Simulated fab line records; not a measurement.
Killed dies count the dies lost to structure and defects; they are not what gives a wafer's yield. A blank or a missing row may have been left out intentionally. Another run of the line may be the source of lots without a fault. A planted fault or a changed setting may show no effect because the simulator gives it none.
2 desks, one fault | flow n5 finfet | numbers are kept per desk, each desk with only its own; the story behind them comes last

DESK OF THE TOOL OWNER: ald metal-04
The tool's own readings at N5_BEOL_M0_ALD_136 (deposits TaN, pulse time 2 s, purge time 3 s, co reactant purge time 2 s): means of the sampled wafers that have a number, for each lot that ran on this tool. Marked OUT: a lot whose mean sits more than 4 standard deviations from the usual mean, which makes it out of limits; the brackets give that distance.
Columns: A = heater power w at N5_BEOL_M0_ALD_136, usual 404 W
lot  | first seen here | A
L508 | day 6 08:01     | 402
L512 | day 7 07:14     | 408
L520 | day 8 19:51     | 418
L521 | day 9 08:03     | 430
Finding of this desk: none of the 4 lots has anything out of limits.

THE METROLOGY DESK
Means of the sampled wafers that have a number, per lot and without regard to the tool the lot ran on: this is what the gauges read. Marked OUT: a lot whose mean sits more than 4 standard deviations from the usual mean, which makes it out of limits; the brackets give that distance.
Columns: A = trench depth nm at N5_BEOL_M0_OCD_MEAS_108, usual 32.9 nm; B = M0_RS at N5_BEOL_M0_RS_MEAS_126, usual 0.539 ohm/sq; C = M1_ILD_THK at N5_BEOL_M1_THK_MEAS_01, usual 79.0 nm
lot  | first seen here | A    | B     | C
L509 | day 6 06:59     | 32.8 | 0.547 | 79.3
L508 | day 6 07:01     | 32.2 | 0.533 | 79.2
L511 | day 6 21:08     | 32.6 | 0.538 | 78.5
L512 | day 7 06:30     | 32.5 | 0.522 | 78.7
L520 | day 8 19:10     | 33.3 | 0.560 | 79.8
L521 | day 9 07:32     | 33.2 | 0.528 | 78.9
Finding of this desk: none of the 6 lots has anything out of limits.

PUT TOGETHER
The desk of the tool owner found nothing out of limits.
Metrology desk: nothing out of limits seen.

WHAT THE SIMULATOR PUT IN
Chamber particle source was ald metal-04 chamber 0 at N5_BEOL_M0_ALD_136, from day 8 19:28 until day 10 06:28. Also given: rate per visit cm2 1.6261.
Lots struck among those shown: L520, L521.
